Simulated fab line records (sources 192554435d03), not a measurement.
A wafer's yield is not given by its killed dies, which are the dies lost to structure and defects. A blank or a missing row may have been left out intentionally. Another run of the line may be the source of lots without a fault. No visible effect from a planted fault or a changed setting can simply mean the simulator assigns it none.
A lot that was struck, set against a sound lot	flow n5 finfet	16 out of 1938 route steps
Sound: wafers L741.4, L741.5, L741.6. Struck: wafer L761.3. (L761.5 of the same lot was not struck and is left out.) The cause comes at the end.
At each step with rows: each side's tool, then ch and its chambers, then its first start. Under that, the readings that differ: sound wafers	struck wafers	difference of the means	sigmas: that difference in standard deviations of wafers without a fault.
alike: readings whose means differ by less than 2 such deviations, and words and numbers that are the same on both sides. not compared: withheld readings, readings that some wafer has no value for, bounds like >300 that may hide the same value, and numbers for which the record gives no deviation and whose values overlap.
The two part at a step that has a row with sigmas, a row that says differs or no value, or rows on one side only. Non-overlapping numbers with no deviation appear without sigmas and do not part them. A reading missing from all wafers of one side parts the sides only when that side holds two or more wafers.

N5_MOL_CONTACT_COAG_INSPECT_42: inspects for defects (brightfield).
  sound: defect inspect-02 at day 5 05:44; struck: defect inspect-01 at day 10 00:28
  alike: raw defect count
N5_MOL_CONTACT_COAG_DESCUM_45: chemistry O2, time 7 s.
  sound on rie diel-01 ch 0,1,3, day 5 05:46; struck on rie diel-06 ch 2, day 10 00:31
  alike: drypump motor current A, oes product au, rf vpp V, showerhead plenum p Torr, throttle valve pct
  not compared: rf hours counter h
then, 2 steps without rows for these wafers: N5_MOL_CONTACT_COAG_ETCH_65 (etches underlayer in N2/H2, target depth 13 nm, time 10.4 s); N5_MOL_CONTACT_COAG_ETCH_66 (etches SiARC in CF4, target depth 13 nm, time 21.7 s).
N5_MOL_CONTACT_COAG_ALD_133: deposits SiO2, target thk 5 nm, pulse time 1 s, co reactant pulse time 1 s.
  sound on ald sin-02 ch 0,2,3, day 5 05:59; struck on ald sin-01 ch 1, day 10 00:38
  alike: heater power w, precursor pulse height rel
then, 1 step without rows for these wafers: N5_MOL_CONTACT_COAG_ETCHBACK_134 (etches SiO2 in CHF3, target depth 10 nm, time 6.7 s).
N5_MOL_CONTACT_COAG_ETCH_67: etches SOC in N2/H2, target depth 60 nm, overetch 21 nm, time 101.2 s.
  sound on rie diel-06 ch 1,2,3, day 5 06:07; struck on rie diel-01 ch 0, day 10 00:51
  alike: bias w, drypump motor current A, oes product au, rf vpp V, showerhead plenum p Torr, throttle valve pct
  not compared: rf hours counter h
then, 4 steps without rows for these wafers: N5_MOL_CONTACT_COAG_STRIP_68 (strips in N2/H2); N5_MOL_CONTACT_COAG_STRIP_69 (strips in N2/H2); N5_MOL_CONTACT_COAG_ETCHBACK_136 (etches SiO2 in CHF3, target depth 25 nm, time 16.7 s); N5_MOL_CONTACT_COAG_STRIP_120 (strips in CHF3).
N5_MOL_CONTACT_COAG_VIA_ETCH_117: etches SiO2 in C4F6/O2, target depth 40 nm, overetch 8 nm, time 26 s.
  sound on rie diel-06 ch 0,2,3, day 5 06:16; struck on rie diel-01 ch 0, day 10 00:59
reading	sound	struck	difference	sigmas
rf hours counter h (h)	- - -	24	no value on the sound wafers	
  alike: bias w, drypump motor current A, oes product au, rf vpp V, showerhead plenum p Torr, throttle valve pct
N5_MOL_CONTACT_COAG_ETCH_124: etches SiNx in CH3F/O2, stops on SiOC, target depth 6.5 nm.
  sound on rie diel-06 ch 0,2,3, day 5 06:17; struck on rie diel-01 ch 0, day 10 01:00
reading	sound	struck	difference	sigmas
rf hours counter h (h)	- - -	24	no value on the sound wafers	
model.SOC_of_MOL_CONTACT_COAG_COAT_62.thk nm (nm)	48.4 48.4 48.4	48.8	+0.4	
  alike: bias w, drypump motor current A, oes product au, rf vpp V, showerhead plenum p Torr, throttle valve pct
N5_MOL_CONTACT_COAG_ETCH_48: etches SiOC in C4F6/O2, target depth 15 nm, overetch 4.5 nm, time 17 s.
  sound on rie diel-06 ch 0,2,3, day 5 06:20; struck on rie diel-01 ch 0, day 10 01:02
reading	sound	struck	difference	sigmas
rf hours counter h (h)	- - -	24	no value on the sound wafers	
model.SOC_of_MOL_CONTACT_COAG_COAT_62.thk nm (nm)	45.8 45.8 45.8	46.2	+0.4	
  alike: bias w, drypump motor current A, oes product au, rf vpp V, showerhead plenum p Torr, throttle valve pct
N5_MOL_CONTACT_COAG_STRIP_72: strips in N2/H2.
  sound on rie diel-06 ch 0,2,3, day 5 06:23; struck on rie diel-01 ch 0, day 10 01:06
reading	sound	struck	difference	sigmas
rf hours counter h (h)	- - -	24	no value on the sound wafers	
  alike: drypump motor current A, oes product au, rf vpp V, showerhead plenum p Torr, throttle valve pct
-- record jumps: 3 days separate the struck wafers' starts on either side; left off in module MOL_CONTACT_COAG, taken up again in module BEOL_M4, whose first shown step is the route's number 1111 --
N5_BEOL_M4_RC_MEAS_101:
  sound on prober-02 ch 0, day 8 00:20; struck on prober-01 ch 0, day 12 20:16
  alike: DIBL_N, DIBL_P, IOFF_N, IOFF_P, ION_N, ION_P, SS_N, SS_P, VT_N, VT_P

WHERE THEY PART
First at N5_MOL_CONTACT_COAG_VIA_ETCH_117; last, within this record, at N5_MOL_CONTACT_COAG_STRIP_72. Later steps at which nothing parts them and some readings are alike: N5_BEOL_M4_RC_MEAS_101.

WHY: whatever the simulator had introduced
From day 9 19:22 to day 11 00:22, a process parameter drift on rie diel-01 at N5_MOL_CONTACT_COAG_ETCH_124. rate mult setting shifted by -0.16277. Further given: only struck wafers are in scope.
